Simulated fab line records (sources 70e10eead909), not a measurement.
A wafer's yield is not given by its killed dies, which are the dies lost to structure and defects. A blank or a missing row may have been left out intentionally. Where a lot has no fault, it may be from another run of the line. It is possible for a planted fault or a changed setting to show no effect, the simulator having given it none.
Which tool is to blame? || flow nand harc || Sampling: 12 lots, 36 wafers, 4 of 1302 route steps

== WHAT EACH GAUGE READ, for each wafer ==
No reading from a measuring or inspecting step in the record can be judged against a usual standard deviation.

== WHICH TOOL RAN EACH LOT (tool, then ch and the chambers of the sampled wafers, then the start) ==
{"lot": "L904", "NHARC_A_CHANNEL_FILL_D1_ETCHBACK_19": "rie si-04 ch 2,3, day 9 23:42", "NHARC_A_CHANNEL_FILL_D1_STRIP_29": "rie diel-09 ch 1,2, day 11 10:19 or earlier", "NHARC_A_DECK1_JOINT_ETCHBACK_00": "rie si-03 ch 0,2, day 11 10:19", "NHARC_A_DECK1_JOINT_CMP_02": "cmp-01 ch 0,1, day 12 09:08"}
{"lot": "L907", "NHARC_A_CHANNEL_FILL_D1_ETCHBACK_19": "rie si-02 ch 0,2,3, day 11 04:44", "NHARC_A_CHANNEL_FILL_D1_STRIP_29": "rie diel-09 ch 0,1, day 12 15:07 or earlier", "NHARC_A_DECK1_JOINT_ETCHBACK_00": "rie si-01 ch 0,1,3, day 12 15:07", "NHARC_A_DECK1_JOINT_CMP_02": "cmp-01 ch 0,2,3, day 13 11:23"}
{"lot": "L908", "NHARC_A_CHANNEL_FILL_D1_ETCHBACK_19": "rie si-04 ch 1,2,3, day 12 01:25", "NHARC_A_CHANNEL_FILL_D1_STRIP_29": "rie diel-09 ch 0,1, day 13 13:41 or earlier", "NHARC_A_DECK1_JOINT_ETCHBACK_00": "rie si-03 ch 1,3, day 13 13:41", "NHARC_A_DECK1_JOINT_CMP_02": "cmp-04 ch 1,2, day 14 15:01"}
{"lot": "L915", "NHARC_A_CHANNEL_FILL_D1_ETCHBACK_19": "rie si-06 ch 0,2,3, day 14 20:20", "NHARC_A_CHANNEL_FILL_D1_STRIP_29": "rie diel-10 ch 0,1,2, day 15 14:25", "NHARC_A_DECK1_JOINT_ETCHBACK_00": "rie si-03 ch 0,1,2, day 16 07:07", "NHARC_A_DECK1_JOINT_CMP_02": "cmp-01 ch 0,1,2, day 17 09:04"}
{"lot": "L916", "NHARC_A_CHANNEL_FILL_D1_ETCHBACK_19": "rie si-02 ch 0,1, day 15 22:33", "NHARC_A_CHANNEL_FILL_D1_STRIP_29": "rie diel-09 ch 0,1,3, day 17 09:14 or earlier", "NHARC_A_DECK1_JOINT_ETCHBACK_00": "rie si-03 ch 0,3, day 17 09:14", "NHARC_A_DECK1_JOINT_CMP_02": "cmp-04 ch 0,1, day 18 08:14"}
{"lot": "L917", "NHARC_A_CHANNEL_FILL_D1_ETCHBACK_19": "rie si-06 ch 0,1,3, day 16 02:44", "NHARC_A_CHANNEL_FILL_D1_STRIP_29": "rie diel-10 ch 0,1,3, day 17 13:17 or earlier", "NHARC_A_DECK1_JOINT_ETCHBACK_00": "rie si-03 ch 0,1, day 17 13:17", "NHARC_A_DECK1_JOINT_CMP_02": "cmp-04 ch 1,2,3, day 18 10:50"}
{"lot": "L920", "NHARC_A_CHANNEL_FILL_D1_ETCHBACK_19": "rie si-04 ch 0,2,3, day 17 01:48", "NHARC_A_CHANNEL_FILL_D1_STRIP_29": "rie diel-09 ch 1,2, day 17 19:38", "NHARC_A_DECK1_JOINT_ETCHBACK_00": "rie si-05 ch 0,2,3, day 18 13:41", "NHARC_A_DECK1_JOINT_CMP_02": "cmp-01 ch 0,1,3, day 19 13:35"}
{"lot": "L922", "NHARC_A_CHANNEL_FILL_D1_ETCHBACK_19": "rie si-02 ch 0,2,3, day 18 11:05", "NHARC_A_CHANNEL_FILL_D1_STRIP_29": "rie diel-06 ch 0,1, day 19 21:29 or earlier", "NHARC_A_DECK1_JOINT_ETCHBACK_00": "rie si-01 ch 1,2,3, day 19 21:29", "NHARC_A_DECK1_JOINT_CMP_02": "cmp-01 ch 0,2,3, day 20 22:49"}
{"lot": "L923", "NHARC_A_CHANNEL_FILL_D1_ETCHBACK_19": "rie si-02 ch 0,1,3, day 18 16:24", "NHARC_A_CHANNEL_FILL_D1_STRIP_29": "rie diel-10 ch 0,1,3, day 20 02:44 or earlier", "NHARC_A_DECK1_JOINT_ETCHBACK_00": "rie si-05 ch 1,2,3, day 20 02:44", "NHARC_A_DECK1_JOINT_CMP_02": "cmp-03 ch 0,1,3, day 21 02:05"}
{"lot": "L924", "NHARC_A_CHANNEL_FILL_D1_ETCHBACK_19": "rie si-04 ch 0,3, day 18 16:24", "NHARC_A_CHANNEL_FILL_D1_STRIP_29": "rie diel-09 ch 0,1,3, day 20 02:44 or earlier", "NHARC_A_DECK1_JOINT_ETCHBACK_00": "rie si-03 ch 0,1,2, day 20 02:44", "NHARC_A_DECK1_JOINT_CMP_02": "cmp-04 ch 1,2, day 21 02:04"}
{"lot": "L925", "NHARC_A_CHANNEL_FILL_D1_ETCHBACK_19": "rie si-04 ch 0,1,3, day 19 01:17", "NHARC_A_CHANNEL_FILL_D1_STRIP_29": "rie diel-10 ch 0,1,2, day 20 12:19 or earlier", "NHARC_A_DECK1_JOINT_ETCHBACK_00": "rie si-05 ch 0,1,2, day 20 12:19", "NHARC_A_DECK1_JOINT_CMP_02": "cmp-04 ch 1,2,3, day 21 15:08"}
{"lot": "L926", "NHARC_A_CHANNEL_FILL_D1_ETCHBACK_19": "rie si-06 ch 0,1,2, day 19 12:37", "NHARC_A_CHANNEL_FILL_D1_STRIP_29": "rie diel-10 ch 0,2, day 21 05:46 or earlier", "NHARC_A_DECK1_JOINT_ETCHBACK_00": "rie si-03 ch 0,1,3, day 21 05:46", "NHARC_A_DECK1_JOINT_CMP_02": "cmp-03 ch 0,2, day 22 05:34"}
- NHARC_A_CHANNEL_FILL_D1_ETCHBACK_19: etches the open film in HBr/Cl2, target depth 5 nm, time 1.7 s.
- NHARC_A_CHANNEL_FILL_D1_STRIP_29: strips in O2, time 20 s.
- NHARC_A_DECK1_JOINT_ETCHBACK_00: etches the open film in HBr, target depth 30 nm, time 17.4 s.
- NHARC_A_DECK1_JOINT_CMP_02: polishes SiOx.

== WHAT THE TOOLS THEMSELVES READ (means of the sampled wafers that have a number; where no wafer has one, the mark that the record gives instead) ==
NHARC_A_CHANNEL_FILL_D1_ETCHBACK_19. Usual: drypump motor current A 5.8 A, standard deviation 0.36; oes product au 1.001 a.u., standard deviation 0.01; throttle valve pct 26.405 %, standard deviation 0.0092.
{"lot": "L904", "tool": "rie si-04", "drypump motor current A (A)": 5.9, "oes product au (a.u.)": 1.009, "throttle valve pct (%)": 26.409, "flag": ""}
{"lot": "L907", "tool": "rie si-02", "drypump motor current A (A)": 6.0, "oes product au (a.u.)": 0.998, "throttle valve pct (%)": 26.407, "flag": ""}
{"lot": "L908", "tool": "rie si-04", "drypump motor current A (A)": 5.7, "oes product au (a.u.)": 1.003, "throttle valve pct (%)": 26.398, "flag": ""}
{"lot": "L915", "tool": "rie si-06", "drypump motor current A (A)": 5.7, "oes product au (a.u.)": 1.001, "throttle valve pct (%)": 26.408, "flag": ""}
{"lot": "L916", "tool": "rie si-02", "drypump motor current A (A)": 5.8, "oes product au (a.u.)": 0.993, "throttle valve pct (%)": 26.404, "flag": ""}
{"lot": "L917", "tool": "rie si-06", "drypump motor current A (A)": 5.9, "oes product au (a.u.)": 1.004, "throttle valve pct (%)": 26.404, "flag": ""}
{"lot": "L920", "tool": "rie si-04", "drypump motor current A (A)": 5.6, "oes product au (a.u.)": 1.007, "throttle valve pct (%)": 26.405, "flag": ""}
{"lot": "L922", "tool": "rie si-02", "drypump motor current A (A)": 6.0, "oes product au (a.u.)": 1.002, "throttle valve pct (%)": 26.403, "flag": ""}
{"lot": "L923", "tool": "rie si-02", "drypump motor current A (A)": 5.8, "oes product au (a.u.)": 0.998, "throttle valve pct (%)": 26.409, "flag": ""}
{"lot": "L924", "tool": "rie si-04", "drypump motor current A (A)": 5.3, "oes product au (a.u.)": 0.995, "throttle valve pct (%)": 26.402, "flag": ""}
{"lot": "L925", "tool": "rie si-04", "drypump motor current A (A)": 5.4, "oes product au (a.u.)": 0.996, "throttle valve pct (%)": 26.420, "flag": ""}
{"lot": "L926", "tool": "rie si-06", "drypump motor current A (A)": 5.8, "oes product au (a.u.)": 0.996, "throttle valve pct (%)": 26.405, "flag": ""}

NHARC_A_CHANNEL_FILL_D1_STRIP_29. Usual: drypump motor current A 5.9 A, standard deviation 0.5; mfc ar sccm 0.012 sccm, standard deviation 0.016; oes product au 0.999 a.u., standard deviation 0.0099; rf vpp V 58.0 V, standard deviation 0.94; showerhead plenum p Torr 3.60 Torr, standard deviation 0.14; throttle valve pct 17.036 %, standard deviation 0.009.
{"lot": "L904", "tool": "rie diel-09", "drypump motor current A (A)": 5.6, "mfc ar sccm (sccm)": 0.020, "oes product au (a.u.)": 1.003, "rf vpp V (V)": 56.9, "showerhead plenum p Torr (Torr)": 3.42, "throttle valve pct (%)": 17.035, "flag": ""}
{"lot": "L907", "tool": "rie diel-09", "drypump motor current A (A)": 6.3, "mfc ar sccm (sccm)": 0.029, "oes product au (a.u.)": 0.997, "rf vpp V (V)": 57.7, "showerhead plenum p Torr (Torr)": 3.60, "throttle valve pct (%)": 17.037, "flag": ""}
{"lot": "L908", "tool": "rie diel-09", "drypump motor current A (A)": 6.4, "mfc ar sccm (sccm)": 0.014, "oes product au (a.u.)": 1.003, "rf vpp V (V)": 59.3, "showerhead plenum p Torr (Torr)": 3.68, "throttle valve pct (%)": 17.040, "flag": ""}
{"lot": "L915", "tool": "rie diel-10", "drypump motor current A (A)": 5.9, "mfc ar sccm (sccm)": 0.020, "oes product au (a.u.)": 0.996, "rf vpp V (V)": 58.1, "showerhead plenum p Torr (Torr)": 3.58, "throttle valve pct (%)": 17.031, "flag": ""}
{"lot": "L916", "tool": "rie diel-09", "drypump motor current A (A)": 6.4, "mfc ar sccm (sccm)": 0.014, "oes product au (a.u.)": 1.016, "rf vpp V (V)": 57.7, "showerhead plenum p Torr (Torr)": 3.58, "throttle valve pct (%)": 17.033, "flag": ""}
{"lot": "L917", "tool": "rie diel-10", "drypump motor current A (A)": 5.8, "mfc ar sccm (sccm)": 0.020, "oes product au (a.u.)": 0.995, "rf vpp V (V)": 57.5, "showerhead plenum p Torr (Torr)": 3.62, "throttle valve pct (%)": 17.038, "flag": ""}
{"lot": "L920", "tool": "rie diel-09", "drypump motor current A (A)": 5.9, "mfc ar sccm (sccm)": 0.032, "oes product au (a.u.)": 1.010, "rf vpp V (V)": 57.6, "showerhead plenum p Torr (Torr)": 3.47, "throttle valve pct (%)": 17.029, "flag": ""}
{"lot": "L922", "tool": "rie diel-06", "drypump motor current A (A)": 5.4, "mfc ar sccm (sccm)": 0.009, "oes product au (a.u.)": 1.005, "rf vpp V (V)": 58.5, "showerhead plenum p Torr (Torr)": 3.67, "throttle valve pct (%)": 17.036, "flag": ""}
{"lot": "L923", "tool": "rie diel-10", "drypump motor current A (A)": 5.8, "mfc ar sccm (sccm)": 0.020, "oes product au (a.u.)": 1.007, "rf vpp V (V)": 57.9, "showerhead plenum p Torr (Torr)": 3.61, "throttle valve pct (%)": 17.037, "flag": ""}
{"lot": "L924", "tool": "rie diel-09", "drypump motor current A (A)": 6.4, "mfc ar sccm (sccm)": 0.014, "oes product au (a.u.)": 0.999, "rf vpp V (V)": 58.4, "showerhead plenum p Torr (Torr)": 3.58, "throttle valve pct (%)": 17.035, "flag": ""}
{"lot": "L925", "tool": "rie diel-10", "drypump motor current A (A)": 5.9, "mfc ar sccm (sccm)": 0.020, "oes product au (a.u.)": 0.999, "rf vpp V (V)": 58.3, "showerhead plenum p Torr (Torr)": 3.57, "throttle valve pct (%)": 17.034, "flag": ""}
{"lot": "L926", "tool": "rie diel-10", "drypump motor current A (A)": 5.7, "mfc ar sccm (sccm)": 0.008, "oes product au (a.u.)": 0.988, "rf vpp V (V)": 57.1, "showerhead plenum p Torr (Torr)": 3.62, "throttle valve pct (%)": 17.040, "flag": ""}

NHARC_A_DECK1_JOINT_ETCHBACK_00. Usual: drypump motor current A 5.8 A, standard deviation 0.49; oes product au 1.001 a.u., standard deviation 0.0096; run length s 38.7 s, standard deviation 0.36; throttle valve pct 23.265 %, standard deviation 0.0087.
{"lot": "L904", "tool": "rie si-03", "drypump motor current A (A)": 5.8, "oes product au (a.u.)": 1.010, "run length s (s)": 38.9, "throttle valve pct (%)": 23.258, "flag": ""}
{"lot": "L907", "tool": "rie si-01", "drypump motor current A (A)": 5.8, "oes product au (a.u.)": 0.991, "run length s (s)": 38.4, "throttle valve pct (%)": 23.265, "flag": ""}
{"lot": "L908", "tool": "rie si-03", "drypump motor current A (A)": 5.7, "oes product au (a.u.)": 1.009, "run length s (s)": 38.7, "throttle valve pct (%)": 23.272, "flag": ""}
{"lot": "L915", "tool": "rie si-03", "drypump motor current A (A)": 5.6, "oes product au (a.u.)": 0.999, "run length s (s)": 33.2, "throttle valve pct (%)": 23.263, "flag": "OFF"}
{"lot": "L916", "tool": "rie si-03", "drypump motor current A (A)": 6.0, "oes product au (a.u.)": 1.015, "run length s (s)": 36.2, "throttle valve pct (%)": 23.273, "flag": "OFF"}
{"lot": "L917", "tool": "rie si-03", "drypump motor current A (A)": 6.0, "oes product au (a.u.)": 1.007, "run length s (s)": 33.5, "throttle valve pct (%)": 23.258, "flag": "OFF"}
{"lot": "L920", "tool": "rie si-05", "drypump motor current A (A)": 5.9, "oes product au (a.u.)": 1.008, "run length s (s)": 38.7, "throttle valve pct (%)": 23.261, "flag": ""}
{"lot": "L922", "tool": "rie si-01", "drypump motor current A (A)": 5.8, "oes product au (a.u.)": 0.997, "run length s (s)": 38.6, "throttle valve pct (%)": 23.265, "flag": ""}
{"lot": "L923", "tool": "rie si-05", "drypump motor current A (A)": 6.2, "oes product au (a.u.)": 1.003, "run length s (s)": 38.5, "throttle valve pct (%)": 23.269, "flag": ""}
{"lot": "L924", "tool": "rie si-03", "drypump motor current A (A)": 5.6, "oes product au (a.u.)": 1.000, "run length s (s)": 38.7, "throttle valve pct (%)": 23.270, "flag": ""}
{"lot": "L925", "tool": "rie si-05", "drypump motor current A (A)": 6.1, "oes product au (a.u.)": 1.002, "run length s (s)": 38.3, "throttle valve pct (%)": 23.271, "flag": ""}
{"lot": "L926", "tool": "rie si-03", "drypump motor current A (A)": 5.9, "oes product au (a.u.)": 1.010, "run length s (s)": 38.6, "throttle valve pct (%)": 23.265, "flag": ""}

NHARC_A_DECK1_JOINT_CMP_02. Usual: edge zone pressure frac 1.000, standard deviation 0.005; motor current A 11.6 A, standard deviation 0.92.
{"lot": "L904", "tool": "cmp-01", "edge zone pressure frac": 0.993, "motor current A (A)": 11.4, "flag": ""}
{"lot": "L907", "tool": "cmp-01", "edge zone pressure frac": 1.002, "motor current A (A)": 11.5, "flag": ""}
{"lot": "L908", "tool": "cmp-04", "edge zone pressure frac": 1.002, "motor current A (A)": 12.8, "flag": ""}
{"lot": "L915", "tool": "cmp-01", "edge zone pressure frac": 0.998, "motor current A (A)": 11.1, "flag": ""}
{"lot": "L916", "tool": "cmp-04", "edge zone pressure frac": 0.999, "motor current A (A)": 12.4, "flag": ""}
{"lot": "L917", "tool": "cmp-04", "edge zone pressure frac": 0.996, "motor current A (A)": 12.1, "flag": ""}
{"lot": "L920", "tool": "cmp-01", "edge zone pressure frac": 1.001, "motor current A (A)": 11.5, "flag": ""}
{"lot": "L922", "tool": "cmp-01", "edge zone pressure frac": 1.001, "motor current A (A)": 11.6, "flag": ""}
{"lot": "L923", "tool": "cmp-03", "edge zone pressure frac": 1.002, "motor current A (A)": 11.0, "flag": ""}
{"lot": "L924", "tool": "cmp-04", "edge zone pressure frac": 0.999, "motor current A (A)": 12.5, "flag": ""}
{"lot": "L925", "tool": "cmp-04", "edge zone pressure frac": 1.004, "motor current A (A)": 12.2, "flag": ""}
{"lot": "L926", "tool": "cmp-03", "edge zone pressure frac": 0.997, "motor current A (A)": 11.3, "flag": ""}

== THE ANSWER, worked out from the rows above alone ==
Rule: a lot counts as off when the mean over its wafers that have a number is more than 3 standard deviations away from the usual mean. A lot without any number at a reading at which 4 lots or more have one is off too. The other lots that the step has rows for count as sound. The gauges are gone through in route order, then the tools' own readings, and for those a lot's mean is taken as printed above. At the first step where some lot is off, the reading lying furthest off is the one used; lots without a number count as furthest.
Off at NHARC_A_DECK1_JOINT_ETCHBACK_00 (run length s): L915, L916, L917.
If a tool, at that step or one of the process steps before it, ran each lot that is off and ran no sound lot following the first of them, it fits. NHARC_A_CHANNEL_FILL_D1_STRIP_29 gives no start for some lots, so the hours and the order of its lots are those of NHARC_A_DECK1_JOINT_ETCHBACK_00. Not one of the candidates tried fits.

== WHAT WAS PUT IN BY THE SIMULATOR ==
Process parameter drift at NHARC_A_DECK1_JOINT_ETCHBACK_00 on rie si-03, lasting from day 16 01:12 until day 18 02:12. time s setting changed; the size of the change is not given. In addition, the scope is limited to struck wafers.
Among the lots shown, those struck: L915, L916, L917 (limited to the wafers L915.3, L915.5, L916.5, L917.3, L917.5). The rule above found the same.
